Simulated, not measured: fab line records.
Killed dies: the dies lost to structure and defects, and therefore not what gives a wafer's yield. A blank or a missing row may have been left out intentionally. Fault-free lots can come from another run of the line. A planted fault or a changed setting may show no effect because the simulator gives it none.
The tool behind it: which one? + flow n5-finfet + 23 lots, 69 wafers sampled, at 6 steps of a route of 1938

== WHAT EACH GAUGE READ, for each wafer ==
N5_BEOL_M1_OVL_MEAS_29.
| lot  | measured     | on         | V0_OVL (nm)    |
|------|--------------|------------|----------------|
| L075 | day 6 12:16  | overlay-01 | 0.3 0.1 0.8    |
| L076 | day 6 14:01  | overlay-01 | -0.3 0.8 1.2   |
| L077 | day 6 21:40  | overlay-02 | 0.1 0.7 1.0    |
| L074 | day 7 06:47  | overlay-02 | -1.3 -0.7 -0.4 |
| L079 | day 7 07:02  | overlay-01 | 1.8 1.2 0.8    |
| L078 | day 7 13:04  | overlay-01 | 0.0 -0.6 -0.6  |
| L080 | day 7 14:12  | overlay-02 | 0.5 0.3 1.5    |
| L081 | day 7 20:07  | overlay-02 | 0.3 0.0 -0.3   |
| L082 | day 8 07:51  | overlay-02 | 0.1 -1.2 -0.7  |
| L084 | day 8 19:08  | overlay-02 | -0.4 -0.6 0.1  |
| L085 | day 9 03:45  | overlay-01 | -0.3 0.6 -0.1  |
| L086 | day 9 12:10  | overlay-01 | 1.1 0.5 0.7    |
| L087 | day 9 14:08  | overlay-01 | -0.8 0.0 0.0   |
| L088 | day 9 14:20  | overlay-02 | 0.0 0.8 0.9    |
| L089 | day 9 23:02  | overlay-02 | 0.6 1.0 0.3    |
| L090 | day 10 05:51 | overlay-02 | 0.8 0.1 1.3    |
| L091 | day 10 09:35 | overlay-02 | 0.0 0.8 -0.4   |
| L092 | day 10 12:17 | overlay-01 | 0.4 0.4 1.3    |
| L093 | day 10 23:08 | overlay-02 | 0.2 -0.2 -0.4  |
| L094 | day 11 02:38 | overlay-01 | 0.1 0.0 0.5    |
| L096 | day 11 15:03 | overlay-01 | 0.7 0.7 0.7    |
| L095 | day 11 15:20 | overlay-01 | -0.5 0.4 -0.4  |
| L097 | day 11 20:03 | overlay-02 | 1.3 1.4 0.3    |

N5_BEOL_M2_CD_MEAS_18: pitch 36 nm, target cd 18 nm.
| lot  | measured     | on        | cd-nm (nm)     |
|------|--------------|-----------|----------------|
| L075 | day 6 21:01  | cd-sem-03 | 17.3 18.0 17.0 |
| L076 | day 7 05:44  | cd-sem-02 | 18.0 16.8 17.5 |
| L077 | day 7 09:11  | cd-sem-02 | 17.2 17.8 17.9 |
| L074 | day 7 19:08  | cd-sem-02 | 17.5 18.1 17.3 |
| L079 | day 7 20:45  | cd-sem-03 | 17.4 17.7 18.1 |
| L078 | day 7 21:11  | cd-sem-02 | 16.8 17.2 18.1 |
| L080 | day 7 22:13  | cd-sem-02 | 17.6 16.3 18.1 |
| L081 | day 8 04:14  | cd-sem-03 | 17.3 17.3 17.3 |
| L082 | day 8 14:38  | cd-sem-03 | 18.2 17.3 18.2 |
| L084 | day 9 10:20  | cd-sem-03 | 17.3 17.3 16.9 |
| L085 | day 9 12:54  | cd-sem-01 | 17.5 17.5 18.0 |
| L086 | day 9 23:59  | cd-sem-01 | 18.1 17.8 17.6 |
| L087 | day 10 05:08 | cd-sem-03 | 17.9 17.3 17.5 |
| L088 | day 10 08:04 | cd-sem-02 | 17.6 17.5 17.9 |
| L089 | day 10 08:10 | cd-sem-02 | 17.3 16.6 17.4 |
| L090 | day 10 12:57 | cd-sem-01 | 17.2 17.4 17.1 |
| L091 | day 10 19:03 | cd-sem-02 | 17.8 17.4 17.3 |
| L092 | day 11 02:17 | cd-sem-01 | 17.1 17.8 17.4 |
| L093 | day 11 06:38 | cd-sem-02 | 18.1 18.6 17.7 |
| L094 | day 11 10:35 | cd-sem-01 | 17.2 17.2 17.6 |
| L096 | day 11 23:10 | cd-sem-03 | 16.8 17.5 17.3 |
| L095 | day 12 02:04 | cd-sem-01 | 17.9 17.7 17.4 |
| L097 | day 12 06:16 | cd-sem-03 | 17.1 17.6 17.6 |

== EACH LOT AND THE TOOL THAT RAN IT (in order: tool; ch and the chambers of the sampled wafers; start) ==
| lot  | N5_BEOL_M1_VIA_ETCH_34             | N5_BEOL_M2_ILD_DEP_00           | N5_BEOL_M2_ETCH_74                 | N5_BEOL_M2_ETCH_64                 |
|------|------------------------------------|---------------------------------|------------------------------------|------------------------------------|
| L075 | rie-diel-01 ch 0,3, day 6 13:14    | pecvd-02 ch 1,2, day 6 17:37    | rie-diel-06 ch 1,2,3, day 6 20:37  | rie-diel-06 ch 1,2,3, day 6 20:40  |
| L076 | rie-diel-02 ch 1,2,3, day 6 22:43  | pecvd-01 ch 0,2, day 7 03:50    | rie-diel-06 ch 0,1,3, day 7 05:20  | rie-diel-06 ch 0,1,3, day 7 05:23  |
| L077 | rie-diel-01 ch 0,1,3, day 7 03:35  | pecvd-02 ch 1,2, day 7 07:40    | rie-diel-03 ch 1,3, day 7 08:34    | rie-diel-03 ch 1,3, day 7 08:37    |
| L074 | rie-diel-04 ch 0,1,2, day 7 11:38  | pecvd-01 ch 0,1,2, day 7 16:01  | rie-diel-03 ch 1,2, day 7 18:44    | rie-diel-03 ch 1,2, day 7 18:47    |
| L079 | rie-diel-01 ch 0,2, day 7 14:24    | pecvd-02 ch 0,1, day 7 18:35    | rie-diel-03 ch 1,2, day 7 20:20    | rie-diel-03 ch 1,2, day 7 20:23    |
| L078 | rie-diel-02 ch 0,2,3, day 7 14:53  | pecvd-04 ch 0,1,2, day 7 19:04  | rie-diel-03 ch 1,2,3, day 7 20:46  | rie-diel-03 ch 1,2,3, day 7 20:52  |
| L080 | rie-diel-02 ch 0,2,3, day 7 15:13  | pecvd-01 ch 0,1,2, day 7 20:47  | rie-diel-05 ch 0,1, day 7 21:49    | rie-diel-05 ch 0,1, day 7 21:52    |
| L081 | rie-diel-02 ch 0,3, day 7 20:40    | pecvd-04 ch 1,2, day 8 02:44    | rie-diel-05 ch 1,3, day 8 03:39    | rie-diel-05 ch 1,3, day 8 03:41    |
| L082 | rie-diel-01 ch 1,2, day 8 08:22    | pecvd-04 ch 0,2, day 8 12:37    | rie-diel-05 ch 2,3, day 8 14:14    | rie-diel-05 ch 2,3, day 8 14:17    |
| L084 | rie-diel-04 ch 0,1,3, day 9 01:51  | pecvd-04 ch 0,2, day 9 07:16    | rie-diel-06 ch 0,2,3, day 9 09:56  | rie-diel-06 ch 0,2,3, day 9 09:59  |
| L085 | rie-diel-01 ch 0,1,2, day 9 06:04  | pecvd-02 ch 0,1,2, day 9 10:51  | rie-diel-03 ch 0,1,2, day 9 12:30  | rie-diel-03 ch 0,1,2, day 9 12:32  |
| L086 | rie-diel-01 ch 1,3, day 9 17:43    | pecvd-02 ch 1,2, day 9 22:13    | rie-diel-05 ch 0,1, day 9 23:34    | rie-diel-05 ch 0,1, day 9 23:37    |
| L087 | rie-diel-01 ch 0,2,3, day 9 22:08  | pecvd-04 ch 0,1, day 10 02:29   | rie-diel-05 ch 0,1,3, day 10 04:44 | rie-diel-05 ch 0,1,3, day 10 04:47 |
| L088 | rie-diel-01 ch 0,1,3, day 9 22:35  | pecvd-02 ch 0,1,2, day 10 04:56 | rie-diel-03 ch 1,2, day 10 07:31   | rie-diel-03 ch 1,2, day 10 07:38   |
| L089 | rie-diel-04 ch 2,3, day 10 01:35   | pecvd-01 ch 0,1,2, day 10 05:32 | rie-diel-05 ch 0,1,3, day 10 07:46 | rie-diel-05 ch 0,1,3, day 10 07:48 |
| L090 | rie-diel-01 ch 0,1,3, day 10 07:04 | pecvd-01 ch 1,2, day 10 11:16   | rie-diel-03 ch 0,2,3, day 10 12:28 | rie-diel-03 ch 0,2,3, day 10 12:30 |
| L091 | rie-diel-01 ch 0,3, day 10 10:21   | pecvd-02 ch 0,1, day 10 14:37   | rie-diel-03 ch 1,2, day 10 18:32   | rie-diel-03 ch 1,2, day 10 18:35   |
| L092 | rie-diel-04 ch 0,3, day 10 18:03   | pecvd-02 ch 0,2, day 10 22:49   | rie-diel-06 ch 0,2,3, day 11 01:43 | rie-diel-06 ch 0,2,3, day 11 01:46 |
| L093 | rie-diel-02 ch 0,2,3, day 11 00:58 | pecvd-01 ch 0,2, day 11 05:24   | rie-diel-03 ch 0,1, day 11 06:14   | rie-diel-03 ch 0,1, day 11 06:17   |
| L094 | rie-diel-04 ch 1,3, day 11 04:27   | pecvd-01 ch 0,2, day 11 08:37   | rie-diel-03 ch 2,3, day 11 10:11   | rie-diel-03 ch 2,3, day 11 10:14   |
| L096 | rie-diel-01 ch 0,1,3, day 11 16:30 | pecvd-04 ch 0,1, day 11 21:22   | rie-diel-05 ch 0,1, day 11 22:46   | rie-diel-05 ch 0,1, day 11 22:48   |
| L095 | rie-diel-04 ch 1,3, day 11 18:15   | pecvd-01 ch 0,1, day 11 23:40   | rie-diel-06 ch 0,1,3, day 12 01:40 | rie-diel-06 ch 0,1,3, day 12 01:43 |
| L097 | rie-diel-01 ch 0,2,3, day 11 22:29 | pecvd-01 ch 0,1,2, day 12 04:31 | rie-diel-03 ch 0,3, day 12 05:52   | rie-diel-03 ch 0,3, day 12 05:54   |
- N5_BEOL_M1_VIA_ETCH_34: etches the open film in C4F6/O2, target depth 67.8 nm, time 64.4 s.
- N5_BEOL_M2_ILD_DEP_00: deposits SiOC from DEMS/O2, target thk 79 nm, time 15.3 s.
- N5_BEOL_M2_ETCH_74: etches underlayer in N2/H2, target depth 6.5 nm, time 5.2 s.
- N5_BEOL_M2_ETCH_64: etches SOC in N2/H2, target depth 75 nm, overetch 22.5 nm, time 121.9 s.

== WHAT THE TOOLS THEMSELVES READ (means of the sampled wafers that have a number; where no wafer has one, the mark that the record gives instead) ==
N5_BEOL_M1_VIA_ETCH_34.
| lot  | tool        | drypump-motor-current-A (A) | oes_f_703_au (a.u.) | oes-product-au (a.u.) | rf-vpp-V (V) | showerhead-plenum-p-Torr (Torr) | throttle-valve-pct (%) |
|------|-------------|-----------------------------|---------------------|-----------------------|--------------|---------------------------------|------------------------|
| L075 | rie-diel-01 | 5.9                         | 0.80                | 0.80                  | 661          | 2.79                            | 30.2                   |
| L076 | rie-diel-02 | 5.9                         | 0.81                | 0.82                  | 666          | 2.90                            | 30.8                   |
| L077 | rie-diel-01 | 5.9                         | 0.84                | 0.84                  | 655          | 2.83                            | 30.6                   |
| L074 | rie-diel-04 | 5.6                         | 0.79                | 0.78                  | 678          | 2.86                            | 30.8                   |
| L079 | rie-diel-01 | 5.7                         | 0.85                | 0.87                  | 672          | 2.75                            | 30.1                   |
| L078 | rie-diel-02 | 5.9                         | 0.78                | 0.77                  | 654          | 2.91                            | 30.9                   |
| L080 | rie-diel-02 | 5.9                         | 0.77                | 0.77                  | 655          | 2.91                            | 30.9                   |
| L081 | rie-diel-02 | 5.7                         | 0.69                | 0.69                  | 646          | 2.87                            | 31.0                   |
| L082 | rie-diel-01 | 6.5                         | 0.83                | 0.84                  | 647          | 2.85                            | 31.0                   |
| L084 | rie-diel-04 | 5.9                         | 0.81                | 0.79                  | 678          | 2.86                            | 30.8                   |
| L085 | rie-diel-01 | 6.1                         | 0.82                | 0.84                  | 659          | 2.80                            | 30.5                   |
| L086 | rie-diel-01 | 6.3                         | 0.81                | 0.81                  | 642          | 2.87                            | 31.0                   |
| L087 | rie-diel-01 | 6.1                         | 0.78                | 0.79                  | 666          | 2.76                            | 30.2                   |
| L088 | rie-diel-01 | 5.9                         | 0.81                | 0.81                  | 654          | 2.82                            | 30.6                   |
| L089 | rie-diel-04 | 6.0                         | 0.73                | 0.75                  | 671          | 2.71                            | 30.5                   |
| L090 | rie-diel-01 | 5.9                         | 0.81                | 0.81                  | 653          | 2.82                            | 30.6                   |
| L091 | rie-diel-01 | 5.9                         | 0.77                | 0.77                  | 661          | 2.78                            | 30.2                   |
| L092 | rie-diel-04 | 6.3                         | 0.72                | 0.74                  | 698          | 2.87                            | 30.8                   |
| L093 | rie-diel-02 | 5.9                         | 0.83                | 0.82                  | 654          | 2.90                            | 30.9                   |
| L094 | rie-diel-04 | 6.1                         | 0.83                | 0.81                  | 662          | 2.78                            | 30.6                   |
| L096 | rie-diel-01 | 5.9                         | 0.80                | 0.80                  | 654          | 2.82                            | 30.6                   |
| L095 | rie-diel-04 | 5.6                         | 0.86                | 0.83                  | 657          | 2.83                            | 30.7                   |
| L097 | rie-diel-01 | 6.1                         | 0.77                | 0.77                  | 667          | 2.75                            | 30.2                   |

N5_BEOL_M2_ILD_DEP_00.
| lot  | tool     | heater-power-w (W) | showerhead-plenum-p-Torr (Torr) | showerhead-vpp-V (V) | susceptor-temp-C (C) | throttle-valve-pct (%) |
|------|----------|--------------------|---------------------------------|----------------------|----------------------|------------------------|
| L075 | pecvd-02 | 463                | 5.708                           | 1427                 | 350.19               | 11.8                   |
| L076 | pecvd-01 | 441                | 5.714                           | 1295                 | 349.96               | 11.5                   |
| L077 | pecvd-02 | 454                | 5.700                           | 1500                 | 349.76               | 12.3                   |
| L074 | pecvd-01 | 467                | 5.701                           | 1305                 | 350.02               | 11.5                   |
| L079 | pecvd-02 | 454                | 5.709                           | 1535                 | 349.86               | 11.7                   |
| L078 | pecvd-04 | 535                | 5.671                           | 1286                 | 350.03               | 12.3                   |
| L080 | pecvd-01 | 451                | 5.705                           | 1306                 | 349.97               | 11.5                   |
| L081 | pecvd-04 | 406                | 5.672                           | 1312                 | 350.15               | 12.6                   |
| L082 | pecvd-04 | 620                | 5.683                           | 1264                 | 349.98               | 12.2                   |
| L084 | pecvd-04 | 564                | 5.680                           | 1271                 | 349.97               | 12.5                   |
| L085 | pecvd-02 | 462                | 5.710                           | 1484                 | 349.99               | 11.7                   |
| L086 | pecvd-02 | 393                | 5.703                           | 1429                 | 350.07               | 11.9                   |
| L087 | pecvd-04 | 615                | 5.680                           | 1269                 | 350.10               | 12.1                   |
| L088 | pecvd-02 | 461                | 5.705                           | 1470                 | 349.91               | 11.8                   |
| L089 | pecvd-01 | 463                | 5.706                           | 1303                 | 350.02               | 11.6                   |
| L090 | pecvd-01 | 445                | 5.701                           | 1340                 | 350.02               | 11.6                   |
| L091 | pecvd-02 | 472                | 5.706                           | 1526                 | 350.12               | 11.6                   |
| L092 | pecvd-02 | 464                | 5.720                           | 1437                 | 349.74               | 11.2                   |
| L093 | pecvd-01 | 491                | 5.708                           | 1266                 | 350.18               | 11.7                   |
| L094 | pecvd-01 | 482                | 5.702                           | 1281                 | 350.01               | 11.7                   |
| L096 | pecvd-04 | 497                | 5.678                           | 1299                 | 349.95               | 12.3                   |
| L095 | pecvd-01 | 443                | 5.691                           | 1299                 | 349.89               | 11.6                   |
| L097 | pecvd-01 | 469                | 5.705                           | 1317                 | 349.91               | 11.7                   |

N5_BEOL_M2_ETCH_74.
| lot  | tool        | drypump-motor-current-A (A) | etch-rf-on-time-s (s) | oes-product-au (a.u.) | rf-vpp-V (V) | showerhead-plenum-p-Torr (Torr) | throttle-valve-pct (%) |
|------|-------------|-----------------------------|-----------------------|-----------------------|--------------|---------------------------------|------------------------|
| L075 | rie-diel-06 | 5.2                         | 5.42                  | 0.58                  | 524.1        | 2.53                            | 18.03                  |
| L076 | rie-diel-06 | 5.3                         | 5.29                  | 0.65                  | 525.6        | 2.57                            | 17.88                  |
| L077 | rie-diel-03 | 5.8                         | 5.17                  | 0.75                  | 523.4        | 2.54                            | 17.89                  |
| L074 | rie-diel-03 | 5.8                         | 5.05                  | 0.80                  | 525.4        | 2.57                            | 17.84                  |
| L079 | rie-diel-03 | 5.8                         | 5.07                  | 0.80                  | 524.5        | 2.57                            | 17.84                  |
| L078 | rie-diel-03 | 5.7                         | 5.14                  | 0.73                  | 523.6        | 2.58                            | 17.99                  |
| L080 | rie-diel-05 | 5.6                         | 5.19                  | 0.75                  | 524.7        | 2.50                            | 17.66                  |
| L081 | rie-diel-05 | 5.4                         | 5.39                  | 0.68                  | 526.2        | 2.57                            | 17.81                  |
| L082 | rie-diel-05 | 5.3                         | 5.25                  | 0.61                  | 520.8        | 2.45                            | 18.02                  |
| L084 | rie-diel-06 | 4.9                         | 5.18                  | 0.72                  | 524.8        | 2.57                            | 17.79                  |
| L085 | rie-diel-03 | 6.0                         | 5.18                  | 0.78                  | 523.2        | 2.53                            | 17.85                  |
| L086 | rie-diel-05 | 5.4                         | 5.20                  | 0.72                  | 523.6        | 2.54                            | 17.69                  |
| L087 | rie-diel-05 | 5.7                         | 5.32                  | 0.67                  | 524.2        | 2.52                            | 17.86                  |
| L088 | rie-diel-03 | 5.9                         | 5.13                  | 0.76                  | 522.6        | 2.51                            | 17.79                  |
| L089 | rie-diel-05 | 5.7                         | 5.37                  | 0.67                  | 522.7        | 2.52                            | 17.86                  |
| L090 | rie-diel-03 | 5.9                         | 5.28                  | 0.78                  | 523.8        | 2.58                            | 17.96                  |
| L091 | rie-diel-03 | 5.9                         | 5.16                  | 0.74                  | 522.8        | 2.51                            | 17.80                  |
| L092 | rie-diel-06 | 4.9                         | 5.21                  | 0.70                  | 524.3        | 2.57                            | 17.81                  |
| L093 | rie-diel-03 | 6.0                         | 5.19                  | 0.75                  | 523.7        | 2.48                            | 17.78                  |
| L094 | rie-diel-03 | 5.6                         | 5.31                  | 0.76                  | 525.2        | 2.62                            | 17.99                  |
| L096 | rie-diel-05 | 5.6                         | 5.20                  | 0.70                  | 523.4        | 2.49                            | 17.72                  |
| L095 | rie-diel-06 | 5.4                         | 5.29                  | 0.71                  | 523.9        | 2.56                            | 17.84                  |
| L097 | rie-diel-03 | 6.0                         | 5.41                  | 0.75                  | 523.8        | 2.54                            | 17.95                  |

N5_BEOL_M2_ETCH_64.
| lot  | tool        | drypump-motor-current-A (A) | oes-product-au (a.u.) | rf-vpp-V (V) | showerhead-plenum-p-Torr (Torr) | throttle-valve-pct (%) |
|------|-------------|-----------------------------|-----------------------|--------------|---------------------------------|------------------------|
| L075 | rie-diel-06 | 5.1                         | 0.53                  | 523.3        | 2.53                            | 18.00                  |
| L076 | rie-diel-06 | 5.3                         | 0.58                  | 525.1        | 2.57                            | 17.85                  |
| L077 | rie-diel-03 | 5.8                         | 0.67                  | 523.9        | 2.53                            | 17.83                  |
| L074 | rie-diel-03 | 5.8                         | 0.69                  | 524.1        | 2.57                            | 17.79                  |
| L079 | rie-diel-03 | 5.8                         | 0.69                  | 524.5        | 2.57                            | 17.79                  |
| L078 | rie-diel-03 | 5.7                         | 0.64                  | 524.6        | 2.58                            | 17.94                  |
| L080 | rie-diel-05 | 5.6                         | 0.66                  | 522.9        | 2.50                            | 17.61                  |
| L081 | rie-diel-05 | 5.4                         | 0.62                  | 524.9        | 2.57                            | 17.78                  |
| L082 | rie-diel-05 | 5.2                         | 0.55                  | 521.4        | 2.45                            | 17.96                  |
| L084 | rie-diel-06 | 4.9                         | 0.64                  | 525.0        | 2.57                            | 17.76                  |
| L085 | rie-diel-03 | 6.0                         | 0.69                  | 523.2        | 2.53                            | 17.80                  |
| L086 | rie-diel-05 | 5.4                         | 0.64                  | 524.0        | 2.54                            | 17.63                  |
| L087 | rie-diel-05 | 5.7                         | 0.60                  | 523.5        | 2.52                            | 17.82                  |
| L088 | rie-diel-03 | 5.9                         | 0.67                  | 522.8        | 2.51                            | 17.74                  |
| L089 | rie-diel-05 | 5.7                         | 0.60                  | 523.1        | 2.52                            | 17.83                  |
| L090 | rie-diel-03 | 5.9                         | 0.70                  | 524.3        | 2.58                            | 17.91                  |
| L091 | rie-diel-03 | 5.9                         | 0.66                  | 523.3        | 2.51                            | 17.75                  |
| L092 | rie-diel-06 | 4.9                         | 0.62                  | 524.5        | 2.56                            | 17.77                  |
| L093 | rie-diel-03 | 6.0                         | 0.67                  | 522.1        | 2.48                            | 17.74                  |
| L094 | rie-diel-03 | 5.6                         | 0.68                  | 525.3        | 2.62                            | 17.95                  |
| L096 | rie-diel-05 | 5.6                         | 0.62                  | 522.5        | 2.49                            | 17.69                  |
| L095 | rie-diel-06 | 5.3                         | 0.64                  | 524.4        | 2.56                            | 17.79                  |
| L097 | rie-diel-03 | 6.0                         | 0.69                  | 523.7        | 2.53                            | 17.92                  |

== THE ANSWER, worked out from the rows above alone ==
Rule: the usual values come from the lots themselves. The widest of any qualifying gaps counts: lots, ordered by their means at a reading, are off when they make up no more than a third of the lots, leave a main group of 4 or more, and stand apart from it by 3 or more times the standard deviation of that group's means. Not used: any main group whose means are identical at the precision the tables above print for the reading. A lot without any number at a reading at which 4 lots or more have one is off too. Where the step has rows for the other lots, those lots are counted as sound. First the gauges in route order, then the tools' own readings, where a lot's mean is used as printed above. At the first step where some lot is off, the reading lying furthest off is the one used; lots without a number count as furthest.
None of the lots is off at any reading shown; this tells nothing.

== WHAT THE SIMULATOR HAD PUT IN ==
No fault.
